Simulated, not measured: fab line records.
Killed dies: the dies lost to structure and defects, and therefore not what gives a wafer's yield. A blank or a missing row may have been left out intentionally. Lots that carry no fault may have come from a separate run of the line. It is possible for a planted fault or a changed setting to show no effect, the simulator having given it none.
What tool caused it? -- flow nandHarc -- 39 wafers from 13 lots sampled at 5 of the route's 1302 steps

## WHAT THE GAUGES READ, wafer by wafer
NHARC_P_M1_THK_MEAS_24: measures by xrf. Usual: thkNm at 157.8 nm, with a standard deviation of 1.4.
lot,measured,on,thkNm (nm),flag
L289,day 6 20:24,filmMetro-02,159.0 159.2 160.2,
L290,day 7 01:37,filmMetro-01,157.0 155.3 155.4,
L291,day 7 13:32,filmMetro-01,157.8 156.5 158.4,
L292,day 8 01:06,filmMetro-01,158.7 157.3 156.0,
L293,day 8 08:43,filmMetro-01,154.7 157.5 157.4,
L294,day 8 21:43,filmMetro-02,157.0 155.6 157.1,
L295,day 9 11:52,filmMetro-01,157.3 157.9 157.4,
L296,day 9 17:45,filmMetro-02,158.5 157.6 160.1,
L299,day 11 10:09,filmMetro-02,157.0 157.1 157.1,
L300,day 11 11:19,filmMetro-01,160.2 159.4 157.7,
L306,day 14 00:02,filmMetro-01,158.8 157.0 158.7,
L307,day 14 08:55,filmMetro-02,156.9 157.0 156.3,
L311,day 15 21:05,filmMetro-01,156.1 158.5 156.7,

NHARC_END_SORT_01. Usual: value, then standard deviation, for each; defectLimitedYield 91.2 % / 2.8; killedAtArray 56 / 19; killedAtOther 0.8 / 1.1; killedAtPeriphery 3.4 / 2.5; killedDies 60 / 19; killedOpen 2.9 / 1.7; killedShort 2.4 / 1.6.
lot,measured,on,defectLimitedYield (%),killedAtArray,killedAtOther,killedAtPeriphery,killedDies,killedOpen,killedShort,flag
L289,day 25 01:17,prober-01,90.7 87.6 90.7,60 80 61,0 0 0,3 4 2,63 84 63,1 5 0,2 6 1,
L290,day 25 09:04,prober-01,91.3 89.5 89.7,56 67 70,1 0 0,2 4 0,59 71 70,3 2 2,1 2 3,
L296,day 28 01:08,prober-02,85.7 86.0 83.9,94 93 104,0 0 0,3 2 5,97 95 109,4 2 5,2 1 3,
L299,day 29 09:19,prober-01,92.0 91.1 92.5,48 51 48,0 1 0,6 8 3,54 60 51,1 5 0,1 0 3,
L300,day 29 09:18,prober-02,92.6 92.0 90.4,48 50 59,0 0 0,2 4 6,50 54 65,2 2 3,0 0 3,

## WHICH TOOL RAN EACH LOT (tool, then ch and the chambers of the sampled wafers, then the start)
lot,NHARC_P_M1_ETCH_15,NHARC_P_M1_CMP_23,NHARC_P_M2_SOFTBAKE_04
L289,"rieDiel-09 ch 0,1, day 6 20:10 or earlier","cmp-04 ch 1,2,3, day 6 20:10","lithoTrack-06 ch 0, day 6 21:00"
L290,"rieDiel-07 ch 1,3, day 7 01:18 or earlier","cmp-04 ch 0,2, day 7 01:18","lithoTrack-01 ch 0, day 7 02:00"
L291,"rieDiel-09 ch 0,2,3, day 7 13:17 or earlier","cmp-02 ch 0,1,2, day 7 13:17","lithoTrack-04 ch 0, day 7 14:00"
L292,"rieDiel-07 ch 0,2,3, day 8 00:47 or earlier","cmp-01 ch 0,3, day 8 00:47","lithoTrack-01 ch 0, day 8 02:00"
L293,"rieDiel-07 ch 1,3, day 8 08:28 or earlier","cmp-02 ch 0,1,2, day 8 08:28","lithoTrack-04 ch 0, day 8 09:00"
L294,"rieDiel-07 ch 1,3, day 8 21:24 or earlier","cmp-04 ch 2,3, day 8 21:24","lithoTrack-04 ch 0, day 8 22:00"
L295,"rieDiel-07 ch 2,3, day 9 11:32 or earlier","cmp-04 ch 2,3, day 9 11:32","lithoTrack-01 ch 0, day 9 12:00"
L296,"rieDiel-05 ch 0,2,3, day 9 17:26 or earlier","cmp-04 ch 1,2, day 9 17:26","lithoTrack-04 ch 0, day 9 18:00"
L299,"rieDiel-05 ch 0,2,3, day 11 09:50 or earlier","cmp-04 ch 0,1,2, day 11 09:50","lithoTrack-06 ch 0, day 11 11:00"
L300,"rieDiel-05 ch 2,3, day 11 11:04 or earlier","cmp-01 ch 0,1,3, day 11 11:04","lithoTrack-06 ch 0, day 11 12:00"
L306,"rieDiel-05 ch 0,1,3, day 13 23:43 or earlier","cmp-01 ch 0,2,3, day 13 23:43","lithoTrack-06 ch 0, day 14 01:00"
L307,"rieDiel-05 ch 0,1, day 14 08:37 or earlier","cmp-04 ch 1,3, day 14 08:37","lithoTrack-06 ch 0, day 14 10:00"
L311,"rieDiel-07 ch 2,3, day 15 20:51 or earlier","cmp-02 ch 0,2,3, day 15 20:51","lithoTrack-01 ch 0, day 15 22:00"
- NHARC_P_M1_ETCH_15: etches the open film in C4F8/Ar, target depth 182.5 nm, time 91.2 s.
- NHARC_P_M1_CMP_23: polishes, t overpolish 20 s, target thk 157.82 nm.
- NHARC_P_M2_SOFTBAKE_04: time 55 s.

## WHAT THE TOOLS THEMSELVES READ (means of the sampled wafers that have a number; where no wafer has one, the mark that the record gives instead)
NHARC_P_M1_ETCH_15. Usual: oesProductAu 0.963 a.u., standard deviation 0.019; rfVppV 439.7 V, standard deviation 2.6.
lot,tool,oesProductAu (a.u.),rfVppV (V),flag
L289,rieDiel-09,0.959,442.7,
L290,rieDiel-07,0.969,437.9,
L291,rieDiel-09,0.965,443.6,
L292,rieDiel-07,0.963,440.6,
L293,rieDiel-07,0.962,437.3,
L294,rieDiel-07,0.923,437.8,
L295,rieDiel-07,0.978,440.0,
L296,rieDiel-05,0.948,440.0,
L299,rieDiel-05,0.969,440.5,
L300,rieDiel-05,0.964,438.9,
L306,rieDiel-05,0.972,440.7,
L307,rieDiel-05,0.953,439.2,
L311,rieDiel-07,0.991,440.1,

NHARC_P_M1_CMP_23. Usual: motorCurrentA 11.4 A, standard deviation 1.2; retainingRingPressureFrac 0.999, standard deviation 0.0047; timeToEndpointS 28.8 s, standard deviation 2.5.
lot,tool,motorCurrentA (A),retainingRingPressureFrac,timeToEndpointS (s),flag
L289,cmp-04,11.3,1.005,26.2,
L290,cmp-04,9.8,1.002,28.2,
L291,cmp-02,11.9,1.000,30.0,
L292,cmp-01,11.9,0.999,28.0,
L293,cmp-02,11.7,1.001,30.1,
L294,cmp-04,11.5,0.995,23.0,
L295,cmp-04,10.6,1.002,27.5,
L296,cmp-04,10.8,0.995,25.1,
L299,cmp-04,10.3,1.000,32.2,
L300,cmp-01,12.2,1.000,29.7,
L306,cmp-01,11.3,1.005,28.0,
L307,cmp-04,11.6,1.001,28.7,
L311,cmp-02,12.9,1.003,30.6,

NHARC_P_M2_SOFTBAKE_04. Usual: heaterPowerTotalW 188.45 W, standard deviation 0.13; plateTempC 105.00 C, standard deviation 0.14.
lot,tool,heaterPowerTotalW (W),plateTempC (C),flag
L289,lithoTrack-06,188.35,105.13,
L290,lithoTrack-01,188.45,105.08,
L291,lithoTrack-04,188.46,105.05,
L292,lithoTrack-01,188.39,105.21,
L293,lithoTrack-04,188.46,105.08,
L294,lithoTrack-04,188.47,105.03,
L295,lithoTrack-01,188.46,105.07,
L296,lithoTrack-04,188.41,104.83,
L299,lithoTrack-06,188.56,104.88,
L300,lithoTrack-06,188.39,104.95,
L306,lithoTrack-06,191.01,106.16,OFF
L307,lithoTrack-06,190.88,105.92,OFF
L311,lithoTrack-01,188.41,104.88,

## THE ANSWER, worked out from the rows above alone
Rule: a lot is off if the mean of its wafers that have a number lies more than 3 standard deviations from the usual mean. A lot without any number at a reading at which 4 lots or more have one is off too. The other lots that the step has rows for count as sound. After the gauges, taken in route order, come the tools' own readings; for these a lot's mean is taken, as printed above. At the first step where some lot is off, the reading lying furthest off is the one used; lots without a number count as furthest.
Off, at NHARC_P_M2_SOFTBAKE_04 on heaterPowerTotalW: L306, L307.
If a tool, at that step or one of the process steps before it, ran each lot that is off and ran no sound lot following the first of them, it fits. Because NHARC_P_M1_ETCH_15 lacks a start for some lots, the hours and order of its lots are taken from NHARC_P_M1_CMP_23. This does not decide it: 2 tools fit, namely rieDiel-05 at NHARC_P_M1_ETCH_15 and lithoTrack-06 at NHARC_P_M2_SOFTBAKE_04.

## WHAT THE SIMULATOR HAD INSERTED
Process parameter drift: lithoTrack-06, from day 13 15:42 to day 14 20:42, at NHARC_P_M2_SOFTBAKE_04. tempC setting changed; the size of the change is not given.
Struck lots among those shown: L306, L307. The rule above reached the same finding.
